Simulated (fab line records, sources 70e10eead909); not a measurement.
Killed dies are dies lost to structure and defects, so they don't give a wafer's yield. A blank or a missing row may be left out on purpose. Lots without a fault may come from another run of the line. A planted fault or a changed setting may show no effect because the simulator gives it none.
Which tool did it? | flow nand_harc | 24 lots, 72 wafers sampled, at 6 steps of a route of 1302

WHAT THE GAUGES READ, wafer by wafer
NHARC_P_M0_INSPECT_11.
lot  | measured     | on                | raw_defect_count
L074 | day 6 04:19  | defect_inspect-01 | 9 10 7
L075 | day 6 04:29  | defect_inspect-02 | 2 3 4
L076 | day 6 16:44  | defect_inspect-02 | 5 6 2
L077 | day 7 05:49  | defect_inspect-02 | 6 4 12
L078 | day 7 15:36  | defect_inspect-02 | 4 3 6
L079 | day 8 01:38  | defect_inspect-02 | 6 1 4
L080 | day 8 14:34  | defect_inspect-01 | 2 1 2
L081 | day 8 20:28  | defect_inspect-01 | 3 3 5
L082 | day 9 12:29  | defect_inspect-02 | 3 3 2
L083 | day 9 17:43  | defect_inspect-01 | 5 4 4
L084 | day 10 10:26 | defect_inspect-01 | 1 4 1
L085 | day 10 12:30 | defect_inspect-01 | 4 3 3
L086 | day 10 23:53 | defect_inspect-02 | 11 7 7
L087 | day 11 10:58 | defect_inspect-02 | 6 8 6
L088 | day 12 05:19 | defect_inspect-02 | 6 1 4
L089 | day 12 05:52 | defect_inspect-01 | 4 2 4
L090 | day 12 23:00 | defect_inspect-01 | 6 5 6
L091 | day 13 08:10 | defect_inspect-02 | 2 6 0
L092 | day 13 08:34 | defect_inspect-02 | 4 4 8
L093 | day 13 21:58 | defect_inspect-02 | 5 2 3
L094 | day 14 10:38 | defect_inspect-02 | 10 6 3
L095 | day 14 18:03 | defect_inspect-01 | 3 5 1
L096 | day 15 21:55 | defect_inspect-02 | 7 5 7
L097 | day 15 23:05 | defect_inspect-02 | 2 4 3

WHICH TOOL RAN EACH LOT (tool, then ch and the chambers of the sampled wafers, then the start)
lot  | NHARC_P_GATE_STRIP_76                | NHARC_P_GATE_DESCUM_93             | NHARC_P_GATE_RTA_64              | NHARC_P_CONTACT_CMP_01        | NHARC_P_CONTACT_ETCH_35
L074 | plasma_asher-01 ch 0,1, day 5 18:25  | rie_diel-09 ch 0,1,2, day 5 19:30  | rtp_anneal-01 ch 0, day 5 21:10  | cmp-02 ch 2,3, day 5 23:13    | rie_diel-12 ch 1,2,3, day 6 00:18
L075 | plasma_asher-02 ch 0, day 5 18:37    | rie_diel-01 ch 0,1,2, day 5 19:42  | rtp_anneal-01 ch 0, day 5 21:22  | cmp-03 ch 0,2,3, day 5 23:22  | rie_diel-02 ch 0,1, day 6 00:28
L076 | plasma_asher-02 ch 0,1, day 6 06:50  | rie_diel-01 ch 1,2, day 6 07:55    | rtp_anneal-01 ch 0, day 6 09:36  | cmp-03 ch 0,2,3, day 6 11:36  | rie_diel-02 ch 0,3, day 6 12:40
L077 | plasma_asher-01 ch 0,1, day 6 20:03  | rie_diel-01 ch 0,2,3, day 6 21:08  | rtp_anneal-02 ch 0, day 6 22:49  | cmp-02 ch 1,3, day 7 00:52    | rie_diel-06 ch 1,3, day 7 01:49
L078 | plasma_asher-01 ch 0,1, day 7 05:33  | rie_diel-01 ch 0,3, day 7 06:38    | rtp_anneal-01 ch 0, day 7 08:26  | cmp-02 ch 0,2, day 7 10:28    | rie_diel-06 ch 1,2, day 7 11:34
L079 | plasma_asher-02 ch 0,1, day 7 15:18  | rie_diel-03 ch 0,1, day 7 16:23    | rtp_anneal-02 ch 0, day 7 18:04  | cmp-04 ch 1,2,3, day 7 20:07  | rie_diel-02 ch 0,2,3, day 7 21:05
L080 | plasma_asher-02 ch 0,1, day 8 03:40  | rie_diel-09 ch 0,1, day 8 04:44    | rtp_anneal-02 ch 0, day 8 06:58  | cmp-04 ch 2,3, day 8 09:26    | rie_diel-06 ch 0,1,3, day 8 10:33
L081 | plasma_asher-02 ch 0,1, day 8 10:19  | rie_diel-03 ch 1,2,3, day 8 11:23  | rtp_anneal-01 ch 0, day 8 13:02  | cmp-03 ch 0,1,2, day 8 15:05  | rie_diel-02 ch 1,2,3, day 8 16:11
L082 | plasma_asher-01 ch 0,1, day 8 22:46  | rie_diel-09 ch 1,2, day 8 23:49    | rtp_anneal-01 ch 0, day 9 01:32  | cmp-03 ch 0,2,3, day 9 03:35  | rie_diel-12 ch 0,2,3, day 9 08:25
L083 | plasma_asher-02 ch 0,1, day 9 08:02  | rie_diel-03 ch 0,1, day 9 08:59    | rtp_anneal-01 ch 0, day 9 10:39  | cmp-03 ch 1,2,3, day 9 12:44  | rie_diel-12 ch 1,2,3, day 9 13:47
L084 | plasma_asher-02 ch 1, day 10 00:19   | rie_diel-03 ch 0,2,3, day 10 01:22 | rtp_anneal-01 ch 0, day 10 03:03 | cmp-03 ch 0,1,3, day 10 05:05 | rie_diel-12 ch 0,2,3, day 10 06:03
L085 | plasma_asher-01 ch 0,1, day 10 02:50 | rie_diel-01 ch 2,3, day 10 03:46   | rtp_anneal-01 ch 0, day 10 05:30 | cmp-04 ch 0,2,3, day 10 07:32 | rie_diel-06 ch 0,1, day 10 08:28
L086 | plasma_asher-01 ch 0,1, day 10 11:11 | rie_diel-01 ch 0,2,3, day 10 12:14 | rtp_anneal-01 ch 0, day 10 16:34 | cmp-04 ch 0,1, day 10 18:41   | rie_diel-12 ch 1,3, day 10 19:47
L087 | plasma_asher-02 ch 0,1, day 11 01:12 | rie_diel-01 ch 0,3, day 11 02:17   | rtp_anneal-02 ch 0, day 11 03:58 | cmp-04 ch 2,3, day 11 06:00   | rie_diel-06 ch 0,1,2, day 11 07:05
L088 | plasma_asher-01 ch 0, day 11 19:31   | rie_diel-03 ch 0,2, day 11 20:28   | rtp_anneal-02 ch 0, day 11 22:08 | cmp-04 ch 2,3, day 12 00:10   | rie_diel-12 ch 0,1,3, day 12 01:17
L089 | plasma_asher-01 ch 0,1, day 11 19:53 | rie_diel-01 ch 1,2, day 11 20:58   | rtp_anneal-01 ch 0, day 11 22:37 | cmp-03 ch 0,2,3, day 12 00:41 | rie_diel-02 ch 0,3, day 12 01:46
L090 | plasma_asher-01 ch 0,1, day 12 13:01 | rie_diel-03 ch 1,2,3, day 12 13:56 | rtp_anneal-01 ch 0, day 12 15:38 | cmp-04 ch 1,3, day 12 17:37   | rie_diel-12 ch 1,2, day 12 18:44
L091 | plasma_asher-01 ch 0,1, day 12 22:19 | rie_diel-09 ch 1,2, day 12 23:26   | rtp_anneal-02 ch 0, day 13 01:07 | cmp-04 ch 0,2,3, day 13 03:11 | rie_diel-06 ch 0,1,3, day 13 04:07
L092 | plasma_asher-02 ch 0,1, day 12 22:38 | rie_diel-01 ch 1,2,3, day 12 23:44 | rtp_anneal-02 ch 0, day 13 01:21 | cmp-02 ch 0,1, day 13 03:27   | rie_diel-02 ch 2,3, day 13 04:34
L093 | plasma_asher-02 ch 0,1, day 13 12:25 | rie_diel-01 ch 1,3, day 13 13:22   | rtp_anneal-02 ch 0, day 13 15:04 | cmp-02 ch 0,3, day 13 17:07   | rie_diel-12 ch 1,2,3, day 13 18:04
L094 | plasma_asher-02 ch 0,1, day 14 00:35 | rie_diel-09 ch 1,2,3, day 14 01:43 | rtp_anneal-01 ch 0, day 14 03:25 | cmp-04 ch 0,1,2, day 14 05:30 | rie_diel-06 ch 0,1,3, day 14 06:37
L095 | plasma_asher-02 ch 0, day 14 08:06   | rie_diel-03 ch 1,2, day 14 09:03   | rtp_anneal-02 ch 0, day 14 10:43 | cmp-04 ch 0,1, day 14 12:45   | rie_diel-02 ch 1,2, day 14 13:51
L096 | plasma_asher-02 ch 0,1, day 14 22:14 | rie_diel-09 ch 0,1,3, day 14 23:17 | rtp_anneal-01 ch 0, day 15 00:59 | cmp-04 ch 0,1,2, day 15 03:11 | rie_diel-06 ch 0,3, day 15 04:43
L097 | plasma_asher-02 ch 0,1, day 15 02:56 | rie_diel-01 ch 1,2,3, day 15 03:52 | rtp_anneal-01 ch 0, day 15 05:37 | cmp-04 ch 1,2, day 15 07:38   | rie_diel-12 ch 0,2, day 15 08:44
- NHARC_P_GATE_STRIP_76: strips in O2.
- NHARC_P_GATE_DESCUM_93: chemistry O2, time 3 s.
- NHARC_P_GATE_RTA_64: time 1 s.
- NHARC_P_CONTACT_CMP_01: polishes SiO2, target thk 200 nm.
- NHARC_P_CONTACT_ETCH_35: etches the open film in CF4, target depth 39 nm, time 65 s.

WHAT THE TOOLS THEMSELVES READ (means of the sampled wafers that have a number; where no wafer has one, the mark that the record gives instead)
NHARC_P_GATE_STRIP_76.
lot  | tool            | drypump_motor_current_A (A) | heater_power_w (W)
L074 | plasma_asher-01 | 6.0                         | 380
L075 | plasma_asher-02 | 5.5                         | 341
L076 | plasma_asher-02 | 5.4                         | 341
L077 | plasma_asher-01 | 6.0                         | 387
L078 | plasma_asher-01 | 6.0                         | 380
L079 | plasma_asher-02 | 5.4                         | 327
L080 | plasma_asher-02 | 5.4                         | 338
L081 | plasma_asher-02 | 5.4                         | 326
L082 | plasma_asher-01 | 6.0                         | 393
L083 | plasma_asher-02 | 5.3                         | 332
L084 | plasma_asher-02 | 5.3                         | 321
L085 | plasma_asher-01 | 6.1                         | 370
L086 | plasma_asher-01 | 6.1                         | 368
L087 | plasma_asher-02 | 5.4                         | 337
L088 | plasma_asher-01 | 6.2                         | 344
L089 | plasma_asher-01 | 6.1                         | 369
L090 | plasma_asher-01 | 6.0                         | 394
L091 | plasma_asher-01 | 6.1                         | 364
L092 | plasma_asher-02 | 5.4                         | 339
L093 | plasma_asher-02 | 5.4                         | 326
L094 | plasma_asher-02 | 5.4                         | 321
L095 | plasma_asher-02 | 5.5                         | 342
L096 | plasma_asher-02 | 5.4                         | 328
L097 | plasma_asher-02 | 5.4                         | 329

NHARC_P_GATE_DESCUM_93.
lot  | tool        | drypump_motor_current_A (A) | oes_product_au (a.u.) | rf_vpp_V (V) | showerhead_plenum_p_Torr (Torr) | throttle_valve_pct (%)
L074 | rie_diel-09 | 5.8                         | 0.996                 | 58.1         | 1.95                            | 11.322
L075 | rie_diel-01 | 6.0                         | 0.993                 | 57.3         | 1.88                            | 11.311
L076 | rie_diel-01 | 5.6                         | 1.008                 | 57.7         | 1.85                            | 11.313
L077 | rie_diel-01 | 6.3                         | 1.005                 | 57.7         | 1.91                            | 11.308
L078 | rie_diel-01 | 6.6                         | 1.004                 | 57.0         | 1.89                            | 11.309
L079 | rie_diel-03 | 5.8                         | 1.011                 | 57.6         | 1.88                            | 11.314
L080 | rie_diel-09 | 5.5                         | 1.003                 | 57.7         | 1.94                            | 11.314
L081 | rie_diel-03 | 5.5                         | 1.021                 | 57.4         | 1.87                            | 11.307
L082 | rie_diel-09 | 5.2                         | 1.001                 | 57.9         | 2.01                            | 11.313
L083 | rie_diel-03 | 5.7                         | 0.998                 | 58.2         | 1.88                            | 11.324
L084 | rie_diel-03 | 5.6                         | 1.010                 | 57.7         | 1.86                            | 11.307
L085 | rie_diel-01 | 6.1                         | 0.997                 | 58.1         | 1.92                            | 11.301
L086 | rie_diel-01 | 6.4                         | 1.005                 | 56.9         | 1.91                            | 11.308
L087 | rie_diel-01 | 6.6                         | 0.998                 | 57.1         | 1.90                            | 11.309
L088 | rie_diel-03 | 5.7                         | 1.002                 | 57.2         | 1.84                            | 11.311
L089 | rie_diel-01 | 5.6                         | 1.000                 | 58.2         | 1.84                            | 11.310
L090 | rie_diel-03 | 5.5                         | 1.012                 | 57.0         | 1.87                            | 11.322
L091 | rie_diel-09 | 5.5                         | 0.995                 | 58.8         | 2.02                            | 11.319
L092 | rie_diel-01 | 5.9                         | 0.997                 | 58.3         | 1.87                            | 11.310
L093 | rie_diel-01 | 6.1                         | 0.997                 | 57.2         | 1.85                            | 11.311
L094 | rie_diel-09 | 5.6                         | 1.008                 | 57.6         | 1.96                            | 11.316
L095 | rie_diel-03 | 5.4                         | 1.000                 | 58.2         | 1.85                            | 11.314
L096 | rie_diel-09 | 5.8                         | 0.997                 | 56.7         | 1.88                            | 11.312
L097 | rie_diel-01 | 5.9                         | 1.007                 | 57.4         | 1.87                            | 11.316

NHARC_P_GATE_RTA_64.
lot  | tool          | lamp_power_pct (%) | lamp_zone_6_pct (%) | wafer_temp_C_max
L074 | rtp_anneal-01 | 33                 | 33                  | 1052.9
L075 | rtp_anneal-01 | 33                 | 33                  | 1054.0
L076 | rtp_anneal-01 | 33                 | 33                  | 1055.0
L077 | rtp_anneal-02 | 40                 | 40                  | 1056.2
L078 | rtp_anneal-01 | 33                 | 33                  | 1053.8
L079 | rtp_anneal-02 | 40                 | 40                  | 1056.1
L080 | rtp_anneal-02 | 40                 | 40                  | 1056.1
L081 | rtp_anneal-01 | 33                 | 33                  | 1054.7
L082 | rtp_anneal-01 | 33                 | 33                  | 1054.6
L083 | rtp_anneal-01 | 33                 | 33                  | 1053.9
L084 | rtp_anneal-01 | 33                 | 33                  | 1053.4
L085 | rtp_anneal-01 | 33                 | 33                  | 1054.1
L086 | rtp_anneal-01 | 33                 | 33                  | 1053.5
L087 | rtp_anneal-02 | 40                 | 40                  | 1055.1
L088 | rtp_anneal-02 | 40                 | 40                  | 1055.6
L089 | rtp_anneal-01 | 33                 | 33                  | 1053.8
L090 | rtp_anneal-01 | 33                 | 33                  | 1054.5
L091 | rtp_anneal-02 | 40                 | 40                  | 1056.5
L092 | rtp_anneal-02 | 40                 | 40                  | 1056.9
L093 | rtp_anneal-02 | 40                 | 40                  | 1055.6
L094 | rtp_anneal-01 | 33                 | 33                  | 1054.0
L095 | rtp_anneal-02 | 40                 | 40                  | 1055.4
L096 | rtp_anneal-01 | 33                 | 33                  | 1053.9
L097 | rtp_anneal-01 | 33                 | 33                  | 1053.9

NHARC_P_CONTACT_CMP_01.
lot  | tool   | motor_current_A (A)
L074 | cmp-02 | 13.8
L075 | cmp-03 | 12.1
L076 | cmp-03 | 12.1
L077 | cmp-02 | 11.3
L078 | cmp-02 | 11.8
L079 | cmp-04 | 11.8
L080 | cmp-04 | 10.8
L081 | cmp-03 | 12.2
L082 | cmp-03 | 12.0
L083 | cmp-03 | 10.8
L084 | cmp-03 | 11.5
L085 | cmp-04 | 11.4
L086 | cmp-04 | 10.9
L087 | cmp-04 | 12.4
L088 | cmp-04 | 12.7
L089 | cmp-03 | 12.3
L090 | cmp-04 | 13.2
L091 | cmp-04 | 11.7
L092 | cmp-02 | 10.2
L093 | cmp-02 | 12.8
L094 | cmp-04 | 10.7
L095 | cmp-04 | 11.2
L096 | cmp-04 | 10.3
L097 | cmp-04 | 10.6

NHARC_P_CONTACT_ETCH_35.
lot  | tool        | drypump_motor_current_A (A) | oes_product_au (a.u.) | rf_vpp_V (V) | showerhead_plenum_p_Torr (Torr) | throttle_valve_pct (%)
L074 | rie_diel-12 | 5.8                         | 0.993                 | 151.8        | 1.75                            | 13.292
L075 | rie_diel-02 | 5.6                         | 0.991                 | 152.5        | 1.80                            | 13.282
L076 | rie_diel-02 | 5.4                         | 1.010                 | 151.3        | 1.75                            | 13.275
L077 | rie_diel-06 | 5.3                         | 1.013                 | 149.9        | 1.75                            | 13.274
L078 | rie_diel-06 | 5.6                         | 1.015                 | 151.0        | 1.73                            | 13.288
L079 | rie_diel-02 | 5.5                         | 1.001                 | 151.7        | 1.80                            | 13.285
L080 | rie_diel-06 | 5.4                         | 1.009                 | 151.3        | 1.77                            | 13.282
L081 | rie_diel-02 | 5.8                         | 0.996                 | 152.4        | 1.84                            | 13.283
L082 | rie_diel-12 | 6.0                         | 0.998                 | 151.7        | 1.76                            | 13.283
L083 | rie_diel-12 | 5.8                         | 1.004                 | 151.0        | 1.75                            | 13.279
L084 | rie_diel-12 | 6.0                         | 1.002                 | 150.9        | 1.76                            | 13.280
L085 | rie_diel-06 | 5.5                         | 1.007                 | 151.2        | 1.74                            | 13.285
L086 | rie_diel-12 | 5.8                         | 1.001                 | 150.6        | 1.73                            | 13.279
L087 | rie_diel-06 | 5.6                         | 1.004                 | 151.3        | 1.77                            | 13.284
L088 | rie_diel-12 | 5.6                         | 0.997                 | 151.5        | 1.77                            | 13.291
L089 | rie_diel-02 | 5.8                         | 1.000                 | 151.2        | 1.78                            | 13.280
L090 | rie_diel-12 | 5.3                         | 1.011                 | 151.0        | 1.78                            | 13.283
L091 | rie_diel-06 | 5.4                         | 1.002                 | 151.4        | 1.77                            | 13.287
L092 | rie_diel-02 | 5.9                         | 1.014                 | 152.3        | 1.83                            | 13.274
L093 | rie_diel-12 | 5.8                         | 1.009                 | 152.0        | 1.75                            | 13.283
L094 | rie_diel-06 | 5.4                         | 1.000                 | 151.5        | 1.77                            | 13.288
L095 | rie_diel-02 | 5.7                         | 1.006                 | 153.1        | 1.85                            | 13.276
L096 | rie_diel-06 | 5.4                         | 0.985                 | 152.1        | 1.79                            | 13.285
L097 | rie_diel-12 | 5.9                         | 1.006                 | 152.5        | 1.80                            | 13.291

THE ANSWER, worked out from the rows above alone
Rule: what is usual is taken from the lots themselves. Put in order of their means at a reading, lots are off if they are a third of the lots or fewer, leave a main group of 4 or more, and stand apart from it by a gap of 3 or more times the standard deviation of the main group's means; of several such gaps the widest counts. A main group whose means are all the same, to the digits that the tables above print for the reading, isn't used. A lot without any number at a reading at which 4 lots or more have one is off too. The other lots that the step has rows for count as sound. The gauges are gone through in route order, then the tools' own readings, and for those a lot's mean is taken as printed above. The first step at which some lot is off is used, and at that step the reading that is off furthest; a lot without a number counts as furthest.
No lot is off at any reading shown: from this, nothing can be told.

WHAT THE SIMULATOR HAD PUT IN
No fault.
